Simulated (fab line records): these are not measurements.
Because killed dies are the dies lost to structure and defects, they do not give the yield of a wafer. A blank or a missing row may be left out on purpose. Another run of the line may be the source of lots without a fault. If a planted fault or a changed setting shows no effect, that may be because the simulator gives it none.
Chamber matching    flow nand_harc    NHARC_A_CHANNEL_HOLE_D1_DESCUM_15 on rie_diel-05: 4 sister chambers
The step chemistry O2, time 3 s. 20 wafers are shown with their chamber, then 10 later ones without.

EACH WAFER AND ITS CHAMBER
wafer   chamber  drypump_motor_current_A (A)  rf_vpp_V (V)  throttle_valve_pct (%)
L076.1  1        5.8                          58.1          11.312
L076.2  0        6.0                          57.6          11.310
L076.6  3        6.4                          56.1          11.314
L075.2  0        5.9                          58.6          11.323
L075.4  3        6.4                          58.1          11.304
L075.6  3        6.4                          57.7          11.308
L079.1  0        6.0                          57.6          11.318
L079.3  3        6.4                          58.3          11.291
L079.6  0        6.0                          58.7          11.308
L083.1  3        6.4                          57.8          11.301
L083.2  1        5.8                          57.8          11.327
L083.5  1        5.8                          57.0          11.314
L085.1  3        6.4                          59.0          11.298
L085.4  3        6.4                          57.7          11.310
L085.6  1        5.8                          56.3          11.306
L086.1  2        5.2                          56.2          11.306
L086.2  0        6.0                          58.2          11.305
L086.4  3        6.4                          58.1          11.296
L091.4  0        6.0                          58.6          11.318
L091.5  1        5.8                          58.0          11.308

SIGNATURES, as means of the wafers listed above
reading                  chamber 0  chamber 1  chamber 2  chamber 3  scatter within a chamber
drypump_motor_current_A  5.983      5.800      5.200      6.400      0.0228
rf_vpp_V                 58.217     57.440     56.200     57.850     0.725
throttle_valve_pct       11.31367   11.31340   11.30600   11.30275   0.00764
Rule: a wafer lies at a distance from a chamber equal to the root of the sum of squares, over the readings, of (its reading less the chamber's mean, divided by the reading's scatter). If the next closest chamber is less than 2 further off than the closest, the wafer can't be placed; otherwise it belongs to the closest. The scatter is the square root of a quotient: the sum, over the shown wafers, of each reading's squared deviation from its chamber's mean, divided by wafers minus chambers.

WAFERS WITH NO CHAMBER GIVEN
wafer   drypump_motor_current_A (A)  rf_vpp_V (V)  throttle_valve_pct (%)
L091.6  5.3                          58.3          11.301
L094.2  5.3                          57.7          11.311
L094.3  6.0                          59.5          11.302
L094.4  6.4                          58.1          11.320
L096.2  6.0                          57.3          11.307
L096.5  6.4                          57.8          11.316
L096.6  5.2                          57.2          11.309
L097.1  6.0                          58.4          11.315
L097.3  6.4                          57.8          11.322
L097.5  6.0                          57.6          11.313

THE CHAMBER EACH PASSED THROUGH
wafer   from the rows above  in truth
L091.6  2                    2
L094.2  2                    2
L094.3  0                    0
L094.4  3                    3
L096.2  0                    0
L096.5  3                    3
L096.6  2                    2
L097.1  0                    0
L097.3  3                    3
L097.5  0                    0
Placed correctly: 10 of 10. Can't be placed from these rows: 0. Placed wrongly: 0.
